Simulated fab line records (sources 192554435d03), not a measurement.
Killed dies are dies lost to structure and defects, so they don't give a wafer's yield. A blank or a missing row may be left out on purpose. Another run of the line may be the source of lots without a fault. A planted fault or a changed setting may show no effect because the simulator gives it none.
fab line records ; flow n5_finfet
record: lots: 6; wafers: 18; last_day: 17
route steps=1938 shown GATE_CUT@493 BEOL_M4@1111
lots that met no fault: taken from a fault-free run of the same line
start_h: the number of hours between the record's first day and the start of the first shown wafer of the lot ; wait_h: hours elapsed since this lot's preceding step ; " as in the row above ; L1.1+2: one row covering several wafers at once ; - no value present, or no start provided ; * or withheld: withheld ; < > ~ a bound
route shown NAME@n: NAME is a module with steps in the file, n the number in the route of the first one ; usual: mean/standard deviation of fault-free wafers ; same: alike in all rows ; chamber/n: place in a boat ; sites: the reading at each site ; _std_site: the values' standard deviation ; _edge_site: the outer-site mean with the inner-site mean subtracted ; radius_mm: how far each site lies from the wafer's centre ; mask NAME#n: copy n ; behind: the last tool/chamber to shape the wafer ; hold: cause of the lot's hold/its duration in hours/its outcome ; device: the n, p or np transistor that did not switch ; end of line: tests of these same wafers at the route's end ; a step without rows: its recipe alone ; killed: dies lost to structure and defects at the first sort, not the wafer's yield ; map: per-die view of a wafer (x killed, . not killed, _ where there is no die)
set.NAME: the run value of the setting; set.NAME@STEP: its run value at that earlier step ; model.NAME: the simulator's own value behind a step, which no gauge read
a table for each step, a row for each wafer; lots at some steps of the route
services: from which hour (start_h, from the record's first day; less than 0 if before it) a tool's chamber was out of use, for how many hours, and why
== steps ==
step: N5_GATE_CUT_ETCH_37
recipe: chemistry: N2/H2; target: SOC; target_depth_a: 600; overetch_a: 120; mask_material: SiARC; temp_c: 40; time_s: 90; ion_energy_ev: 200; pressure_mtorr: 30; source_w: 840; bias_w: 150; n2_flow_sccm: 200; h2_flow_sccm: 200
step: N5_GATE_CUT_STRIP_38
recipe: chemistry: N2/H2; temp_c: 40; n2_flow_sccm: 200; h2_flow_sccm: 200; rf_frequency_hz: 6e+07
step: N5_GATE_CUT_STRIP_39
recipe: chemistry: N2/H2; temp_c: 40; n2_flow_sccm: 200; h2_flow_sccm: 200; rf_frequency_hz: 6e+07
step: N5_GATE_CUT_HM_OPEN_40
recipe: chemistry: C4F6/O2; target: SiO2; mask_material: SiARC; target_depth_a: 1390; time_s: 85.1; ion_energy_ev: 250; pressure_mtorr: 30; source_w: 345; bias_w: 185; Ar_flow_sccm: 300; C4F6_flow_sccm: 10; O2_flow_sccm: 10; ends: cleared
step: N5_GATE_CUT_STRIP_41
recipe: chemistry: CF4; resist: SiARC; power_w: 300; bias_power_w: 75; pressure_mtorr: 50; cf4_flow_sccm: 150; rf_frequency_hz: 6e+07
step: N5_GATE_CUT_STRIP_42
recipe: chemistry: O2; power_w: 400; temp_c: 40; pressure_mtorr: 30; rf_frequency_hz: 6e+07; bias_power_w: 0; overash_fraction: 0.3; o2_flow_sccm: 225
usual: drypump_motor_current_A: 5.7/0.5; oes_product_au: 0.80/0.089; rf_vpp_V: 3.7/0.47; showerhead_plenum_p_Torr: 2.11/0.078; throttle_valve_pct: 16.70/0.22
lot.wafer;tool;chamber;start_h;wait_h;drypump_motor_current_A;oes_product_au;rf_hours_counter_h;rf_vpp_V;showerhead_plenum_p_Torr;throttle_valve_pct
L359.2;rie_diel-06;2;83.40;0.0;6.5;0.80;124;4.0;2.10;16.72
L359.4;rie_diel-06;0;83.40;0.0;5.7;0.92;12;3.8;2.13;16.22
L359.6;rie_diel-06;3;83.40;0.0;6.6;0.87;-;3.2;2.05;16.61
L360.1;rie_diel-05;0;92.99;0.0;5.6;0.70;232;3.9;2.07;16.67
L360.2;rie_diel-05;1;92.99;0.0;5.8;0.77;150;4.1;2.19;16.78
L360.4;rie_diel-05;1;92.99;0.0;5.8;0.77;-;3.1;2.19;16.78
L367.1;rie_diel-06;3;143.67;0.0;6.5;0.84;68;3.2;2.05;16.65
L367.2;rie_diel-06;1;143.67;0.0;5.5;0.75;170;4.5;2.00;16.60
L367.6;rie_diel-06;1;143.67;0.0;5.5;0.74;-;4.1;2.00;16.60
L370.1;rie_diel-05;3;156.49;0.0;5.7;0.68;245;2.9;1.98;16.95
L370.3;rie_diel-05;0;156.49;0.0;5.7;0.70;249;3.9;2.07;16.71
L370.6;rie_diel-05;3;156.49;0.0;5.7;0.68;-;3.7;1.98;16.97
L376.3;rie_diel-02;3;200.31;0.0;6.6;0.93;15;3.5;2.16;16.40
L376.4;rie_diel-02;1;200.31;0.0;5.5;0.74;-;3.3;2.18;16.76
L376.6;rie_diel-02;0;200.31;0.0;5.1;0.92;-;3.0;2.22;16.76
L379.1;rie_diel-02;1;211.27;0.0;5.5;0.74;172;4.0;2.18;16.79
L379.4;rie_diel-02;1;211.27;0.0;5.5;0.74;-;4.2;2.18;16.79
L379.6;rie_diel-02;3;211.27;0.0;6.5;0.92;-;3.8;2.15;16.41
step: N5_GATE_CUT_ETCH_19
recipe: chemistry: CH3F/O2; target: SiNx; mask_material: SiO2; target_depth_a: 537; time_s: 76.7; pressure_mtorr: 30; source_w: 395; bias_w: 73; Ar_flow_sccm: 150; CH3F_flow_sccm: 30; O2_flow_sccm: 20; ion_energy_ev: 120; ends: cleared
step: N5_GATE_CUT_CUT_ETCH_53
recipe: chemistry: SF6/Cl2; target: W; mask_material: SiO2; target_depth_a: 792; pressure_mtorr: 8; icp_w: 900; bias_w: 80; SF6_flow_sccm: 40; Cl2_flow_sccm: 60; ends: cleared
usual: drypump_motor_current_A: 5.8/0.41; etch_rf_on_time_s: 26.2/0.35; oes_product_au: 0.66/0.096; throttle_valve_pct: 28.86/0.12
lot.wafer;tool;chamber;start_h;wait_h;drypump_motor_current_A;etch_rf_on_time_s;oes_product_au;rf_hours_counter_h;throttle_valve_pct
L359.2;rie_metal-03;1;83.55;0.1;6.0;26.8;0.53;143;29.05
L359.4;rie_metal-03;0;83.55;0.1;6.5;26.5;0.80;-;28.73
L359.6;rie_metal-03;0;83.55;0.1;6.5;26.2;0.80;-;28.75
L360.1;rie_metal-01;1;93.14;0.1;5.3;25.9;0.58;113;28.71
L360.2;rie_metal-01;0;93.14;0.1;5.4;25.9;0.65;71;28.90
L360.4;rie_metal-01;1;93.14;0.1;5.3;26.0;0.57;-;28.75
L367.1;rie_metal-02;0;143.82;0.1;5.7;27.0;0.63;75;29.03
L367.2;rie_metal-02;1;143.82;0.1;6.3;26.3;0.79;13;28.78
L367.6;rie_metal-02;0;143.82;0.1;5.7;27.3;0.63;-;29.02
L370.1;rie_metal-02;1;156.64;0.1;6.3;26.2;0.80;14;28.78
L370.3;rie_metal-02;1;156.64;0.1;6.3;25.8;0.80;-;28.77
L370.6;rie_metal-02;0;156.64;0.1;5.7;26.9;0.63;-;29.03
L376.3;rie_metal-02;0;200.48;0.1;5.7;26.7;0.63;-;29.05
L376.4;rie_metal-02;1;200.48;0.1;6.3;26.1;0.78;-;28.79
L376.6;rie_metal-02;1;200.48;0.1;6.3;25.9;0.79;-;28.77
L379.1;rie_metal-02;1;211.42;0.1;6.3;25.9;0.78;20;28.79
L379.4;rie_metal-02;1;211.42;0.1;6.2;26.1;0.78;-;28.76
L379.6;rie_metal-02;0;211.42;0.1;5.7;26.5;0.62;-;29.05
step: N5_GATE_CUT_CUT_ETCH_54
recipe: chemistry: Cl2/BCl3; target: TiN; mask_material: SiO2; target_depth_a: 967; pressure_mtorr: 10; icp_w: 1000; bias_w: 126; Cl2_flow_sccm: 53.25; bcl3_flow_sccm: 21.75; Ar_flow_sccm: 25; ends: cleared
usual: drypump_motor_current_A: 5.8/0.4; etch_rf_on_time_s: 36.6/0.46; oes_product_au: 0.66/0.097; throttle_valve_pct: 22.21/0.13
lot.wafer;tool;chamber;start_h;wait_h;drypump_motor_current_A;etch_rf_on_time_s;oes_product_au;rf_hours_counter_h;throttle_valve_pct
L359.2;rie_metal-03;1;83.61;0.0;6.0;37.4;0.53;143;22.39
L359.4;rie_metal-03;0;83.61;0.0;6.5;36.3;0.80;-;22.07
L359.6;rie_metal-03;0;83.61;0.0;6.5;36.6;0.80;-;22.08
L360.1;rie_metal-01;1;93.20;0.0;5.3;36.4;0.57;113;22.09
L360.2;rie_metal-01;0;93.20;0.0;5.4;36.3;0.64;71;22.28
L360.4;rie_metal-01;1;93.20;0.0;5.3;36.3;0.57;-;22.08
L367.1;rie_metal-02;0;143.88;0.0;5.8;37.5;0.63;75;22.37
L367.2;rie_metal-02;1;143.88;0.0;6.3;36.3;0.80;13;22.10
L367.6;rie_metal-02;0;143.88;0.0;5.8;37.0;0.64;-;22.36
L370.1;rie_metal-02;1;156.70;0.0;6.3;35.9;0.80;14;22.08
L370.3;rie_metal-02;1;156.70;0.0;6.3;35.8;0.80;-;22.08
L370.6;rie_metal-02;0;156.70;0.0;5.8;37.0;0.63;-;22.35
L376.3;rie_metal-02;0;200.54;0.0;5.7;37.4;0.62;-;22.39
L376.4;rie_metal-02;1;200.54;0.0;6.3;36.3;0.79;-;22.10
L376.6;rie_metal-02;1;200.54;0.0;6.3;36.2;0.78;-;22.11
L379.1;rie_metal-02;1;211.48;0.0;6.3;35.8;0.77;21;22.10
L379.4;rie_metal-02;1;211.48;0.0;6.3;35.9;0.77;-;22.11
L379.6;rie_metal-02;0;211.48;0.0;5.8;36.7;0.63;-;22.36
step: N5_GATE_CUT_CUT_ETCH_55
recipe: chemistry: BCl3; target: HfO2; mask_material: SiO2; target_depth_a: 32; ion_energy_ev: 30; pressure_mtorr: 5; icp_w: 450; bias_w: 18; bcl3_flow_sccm: 80
usual: drypump_motor_current_A: 5.7/0.4; oes_product_au: 0.72/0.11; throttle_valve_pct: 33.02/0.15
lot.wafer;tool;chamber;start_h;wait_h;drypump_motor_current_A;oes_product_au;rf_hours_counter_h;throttle_valve_pct
L359.2;rie_metal-03;1;83.67;0.0;6.0;0.58;143;33.06
L359.4;rie_metal-03;0;83.67;0.0;6.5;0.88;-;32.80
L359.6;rie_metal-03;0;83.67;0.0;6.5;0.89;-;32.82
L360.1;rie_metal-01;1;93.26;0.0;5.3;0.63;113;32.85
L360.2;rie_metal-01;0;93.26;0.0;5.5;0.71;71;33.03
L360.4;rie_metal-01;1;93.26;0.0;5.3;0.63;-;32.85
L367.1;rie_metal-02;0;143.94;0.0;5.7;0.71;75;33.26
L367.2;rie_metal-02;1;143.94;0.0;6.2;0.88;13;33.04
L367.6;rie_metal-02;0;143.94;0.0;5.7;0.70;-;33.27
L370.1;rie_metal-02;1;156.76;0.0;6.3;0.89;14;33.03
L370.3;rie_metal-02;1;156.76;0.0;6.2;0.87;-;33.04
L370.6;rie_metal-02;0;156.76;0.0;5.8;0.71;-;33.25
L376.3;rie_metal-02;0;200.59;0.0;5.7;0.70;-;33.26
L376.4;rie_metal-02;1;200.59;0.0;6.3;0.87;-;33.05
L376.6;rie_metal-02;1;200.59;0.0;6.3;0.87;-;33.03
L379.1;rie_metal-02;1;211.54;0.0;6.3;0.86;21;33.04
L379.4;rie_metal-02;1;211.54;0.0;6.3;0.86;-;33.05
L379.6;rie_metal-02;0;211.54;0.0;5.7;0.70;-;33.26
step: N5_GATE_CUT_ETCH_47
recipe: chemistry: Cl2/BCl3; target: SiO2; target_depth_a: 100; pressure_mtorr: 10; icp_w: 1000; bias_w: 126; Cl2_flow_sccm: 53.25; bcl3_flow_sccm: 21.75; Ar_flow_sccm: 25
step: N5_GATE_CUT_VAPOR_ETCH_48
recipe: chemistry: BCl3/Cl2; target: TiN; mode: isotropic
usual: drypump_motor_current_A: 5.8/0.4; oes_product_au: 0.73/0.11
lot.wafer;tool;chamber;start_h;wait_h;drypump_motor_current_A;oes_product_au
L359.2;rie_metal-03;1;83.73;0.0;5.9;0.59
L359.4;rie_metal-03;0;83.73;0.0;6.5;0.89
L359.6;rie_metal-03;0;83.73;0.0;6.5;0.89
L360.1;rie_metal-01;1;93.32;0.0;5.3;0.63
L360.2;rie_metal-01;0;93.32;0.0;5.4;0.71
L360.4;rie_metal-01;1;93.32;0.0;5.3;0.63
L367.1;rie_metal-02;0;144.00;0.0;5.8;0.71
L367.2;rie_metal-02;1;144.00;0.0;6.3;0.89
L367.6;rie_metal-02;0;144.00;0.0;5.7;0.70
L370.1;rie_metal-02;1;156.82;0.0;6.3;0.89
L370.3;rie_metal-02;1;156.82;0.0;6.3;0.89
L370.6;rie_metal-02;0;156.82;0.0;5.7;0.71
L376.3;rie_metal-02;0;200.65;0.0;5.8;0.70
L376.4;rie_metal-02;1;200.65;0.0;6.2;0.87
L376.6;rie_metal-02;1;200.65;0.0;6.2;0.87
L379.1;rie_metal-02;1;211.60;0.0;6.3;0.86
L379.4;rie_metal-02;1;211.60;0.0;6.3;0.86
L379.6;rie_metal-02;0;211.60;0.0;5.8;0.70
step: N5_GATE_CUT_VAPOR_ETCH_49
recipe: chemistry: BCl3/Cl2; target: TiAlC; mode: isotropic
usual: drypump_motor_current_A: 5.8/0.4; oes_product_au: 0.73/0.11
lot.wafer;tool;chamber;start_h;wait_h;drypump_motor_current_A;oes_product_au
L359.2;rie_metal-03;1;83.76;0.0;6.0;0.59
L359.4;rie_metal-03;0;83.76;0.0;6.5;0.89
L359.6;rie_metal-03;0;83.76;0.0;6.5;0.88
L360.1;rie_metal-01;1;93.35;0.0;5.3;0.63
L360.2;rie_metal-01;0;93.35;0.0;5.5;0.71
L360.4;rie_metal-01;1;93.35;0.0;5.3;0.63
L367.1;rie_metal-02;0;144.03;0.0;5.7;0.71
L367.2;rie_metal-02;1;144.03;0.0;6.3;0.89
L367.6;rie_metal-02;0;144.03;0.0;5.7;0.71
L370.1;rie_metal-02;1;156.85;0.0;6.3;0.88
L370.3;rie_metal-02;1;156.85;0.0;6.3;0.89
L370.6;rie_metal-02;0;156.85;0.0;5.7;0.71
L376.3;rie_metal-02;0;200.68;0.0;5.7;0.69
L376.4;rie_metal-02;1;200.68;0.0;6.3;1.17
L376.6;rie_metal-02;1;200.68;0.0;6.3;1.16
L379.1;rie_metal-02;1;211.63;0.0;6.3;1.17
L379.4;rie_metal-02;1;211.63;0.0;6.3;1.17
L379.6;rie_metal-02;0;211.63;0.0;5.7;0.70
step: N5_GATE_CUT_VAPOR_ETCH_51
recipe: chemistry: BCl3/Cl2; target: HfO2; mode: isotropic
step: N5_BEOL_M4_RC_MEAS_101
usual: DIBL_N: 36.3/1.2; DIBL_P: 36.7/1.5; IOFF_N: 0.164/0.02; IOFF_P: 0.214/0.024; ION_N: 673/8.5; ION_P: 461/5.9; SS_N: 71.6/0.44; SS_P: 73.3/0.55; VT_N: 249.4/2.4; VT_P: -250.0/2.3
lot.wafer;tool;chamber;start_h;wait_h;DIBL_N[mV/V];DIBL_P[mV/V];IOFF_N[nA/um];IOFF_P[nA/um];ION_N[uA/um];ION_P[uA/um];SS_N[mV/dec];SS_P[mV/dec];VT_N[mV];VT_P[mV]
L359.2;prober-01;0;158.24;0.2;35.1;35.1;0.145;0.184;670;460;71.3;73.2;251.1;-252.7
L359.4;prober-01;0;158.24;0.2;37.0;37.0;0.173;0.213;679;459;72.0;72.8;249.2;-248.5
L359.6;prober-01;0;158.24;0.2;33.9;33.9;0.127;0.173;668;459;71.4;72.7;253.1;-251.3
L360.1;prober-02;0;171.73;0.0;35.2;33.6;0.146;0.190;674;462;71.2;72.8;250.3;-249.2
L360.2;prober-02;0;171.73;0.0;36.0;34.6;0.151;0.207;660;462;71.9;73.1;250.2;-248.8
L360.4;prober-02;0;171.73;0.0;36.6;34.5;0.158;0.204;666;457;71.4;73.3;250.9;-249.3
L370.1;prober-02;0;233.20;0.0;38.0;38.7;0.196;0.258;672;464;72.0;73.9;248.1;-245.5
L370.3;prober-02;0;233.20;0.0;35.6;35.4;0.153;0.209;671;459;72.1;73.8;252.9;-250.9
L370.6;prober-02;0;233.20;0.0;36.2;36.1;0.160;0.213;673;462;72.3;74.1;249.9;-250.0
L367.1;prober-01;0;233.70;0.0;35.2;36.6;0.156;0.211;676;465;70.9;72.7;247.4;-249.8
L367.2;prober-01;0;233.70;0.0;35.7;36.8;0.159;0.204;677;457;71.3;73.1;248.4;-252.8
L367.6;prober-01;0;233.70;0.0;35.8;37.0;0.169;0.213;676;459;71.2;72.8;249.8;-250.5
L376.3;prober-02;0;283.15;0.3;36.9;38.5;0.214;0.250;692;473;72.3;74.0;243.5;-248.5
L376.4;prober-02;0;283.15;0.3;36.1;36.1;0.174;0.210;674;466;72.0;73.3;249.3;-251.5
L376.6;prober-02;0;283.15;0.3;36.5;37.8;0.187;0.233;680;459;71.7;73.5;244.2;-249.7
L379.1;prober-02;0;286.17;0.0;37.4;36.7;0.173;0.218;677;464;71.2;72.6;249.8;-250.0
L379.4;prober-02;0;286.17;0.0;36.9;35.8;0.159;0.203;656;453;71.7;73.3;250.4;-253.3
L379.6;prober-02;0;286.17;0.0;36.5;35.9;0.157;0.211;668;459;71.1;73.2;249.5;-249.3
== services ==
tool;chamber;start_h;hours;kind
rie_diel-02;1;79.45;2.7;repair
rie_diel-05;3;87.43;14.2;repair
rie_diel-02;0;89.49;2.7;repair
rie_metal-02;-;101.95;14.6;pm
rie_diel-06;1;113.05;1.8;repair
rie_diel-02;2;113.09;5.5;repair
rie_diel-02;3;114.85;2.7;repair
rie_diel-02;0;118.74;-;clean
rie_diel-02;0;118.74;-;consumable_replace:focus_ring
rie_diel-02;0;118.74;-;consumable_replace:showerhead
rie_diel-02;0;118.74;18.6;scheduled_down
rie_diel-02;0;118.74;18.6;vent_cycle
rie_metal-03;1;119.63;-;clean
rie_metal-03;1;119.63;18.1;scheduled_down
rie_metal-03;1;119.63;18.1;vent_cycle
rie_diel-05;0;134.07;5.7;repair
rie_diel-02;3;143.56;-;clean
rie_diel-02;3;143.56;-;consumable_replace:focus_ring
rie_diel-02;3;143.56;16.6;scheduled_down
rie_metal-03;-;144.48;14.6;pm
rie_metal-03;0;184.21;10.9;repair
rie_diel-02;2;187.47;42.2;repair
rie_metal-02;-;190.48;2.7;repair
rie_diel-05;-;197.43;0.5;repair
== key ==
first_sign: step: N5_GATE_CUT_VAPOR_ETCH_49; reading: oes_product_au; direction: up; sigmas: 4.1; usual: 0.73; struck: 1.16
effect none on later readings
met_at N5_GATE_CUT_VAPOR_ETCH_49
struck_wafers L376.4,L376.6,L379.1,L379.4
onset_between 156.85 200.68
fault: kind: process_parameter_drift; tool: rie_metal-02; chamber: 1; onset_h: 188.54; steps: N5_GATE_CUT_VAPOR_ETCH_49; channel: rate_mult; offset: 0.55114; shape: step; end_h: 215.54
